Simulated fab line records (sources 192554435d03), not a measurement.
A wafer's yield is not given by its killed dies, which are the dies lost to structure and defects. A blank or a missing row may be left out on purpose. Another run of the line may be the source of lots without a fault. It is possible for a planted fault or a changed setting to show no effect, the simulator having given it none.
Matching of chambers -- flow n5Finfet -- rieDiel-03 running N5_BEOL_M4_ETCH_63: 4 sister chambers
The step etches SiARC in CF4, target depth 15.6 nm, time 26 s. 18 wafers are shown with their chamber, then 9 later ones without.

== WAFERS WITH THEIR CHAMBER ==
wafer,chamber,showerheadPlenumPTorr (Torr),oesProductAu (a.u.),throttleValvePct (%)
L074.1,0,2.05,0.63,15.84
L074.2,3,2.12,0.60,15.63
L074.5,3,2.12,0.60,15.63
L079.1,2,2.27,0.76,15.49
L079.4,1,2.10,0.85,15.58
L079.5,1,2.10,0.86,15.57
L080.1,0,2.05,0.62,15.90
L080.5,2,2.27,0.76,15.49
L080.6,1,2.10,0.85,15.58
L081.4,2,2.26,0.76,15.51
L081.5,3,2.11,0.58,15.69
L081.6,0,2.04,0.61,15.90
L083.4,3,2.11,0.58,15.68
L083.5,0,2.04,0.61,15.89
L083.6,3,2.11,0.58,15.70
L085.2,3,2.11,0.58,15.68
L085.3,0,2.04,0.61,15.92
L085.5,2,2.26,0.75,15.51

SIGNATURES (means of the wafers above)
reading,chamber 0,chamber 1,chamber 2,chamber 3,scatter within a chamber
showerheadPlenumPTorr,2.0440,2.1000,2.2650,2.1133,0.00502
oesProductAu,0.6160,0.8533,0.7575,0.5867,0.00843
throttleValvePct,15.8900,15.5767,15.5000,15.6683,0.025
Rule: for a wafer and a chamber, the distance is found by dividing, reading by reading, the gap between the wafer's reading and the chamber's mean by the reading's scatter, squaring, summing and taking the root. The wafer belongs to the nearest chamber; if the next one is less than 2 further off, it can't be placed. The scatter is the square root of a quotient: the sum, over the shown wafers, of each reading's squared deviation from its chamber's mean, divided by wafers minus chambers.

== WAFERS WHOSE CHAMBER IS MISSING ==
wafer,showerheadPlenumPTorr (Torr),oesProductAu (a.u.),throttleValvePct (%)
L093.1,2.09,0.77,15.63
L093.4,2.26,0.72,15.54
L093.5,2.04,0.60,15.95
L094.1,2.03,0.60,15.96
L094.2,2.25,0.72,15.57
L094.4,2.09,0.76,15.65
L097.1,2.25,0.71,15.60
L097.2,2.09,0.75,15.67
L097.6,2.25,0.70,15.57

== WHICH CHAMBER EACH WENT THROUGH ==
wafer,from the rows above,in truth
L093.1,1,1
L093.4,2,2
L093.5,0,0
L094.1,0,0
L094.2,2,2
L094.4,1,1
L097.1,2,2
L097.2,1,1
L097.6,2,2
Correctly placed: 9 of 9. Can't be placed from these rows: 0. 0 placed wrongly.
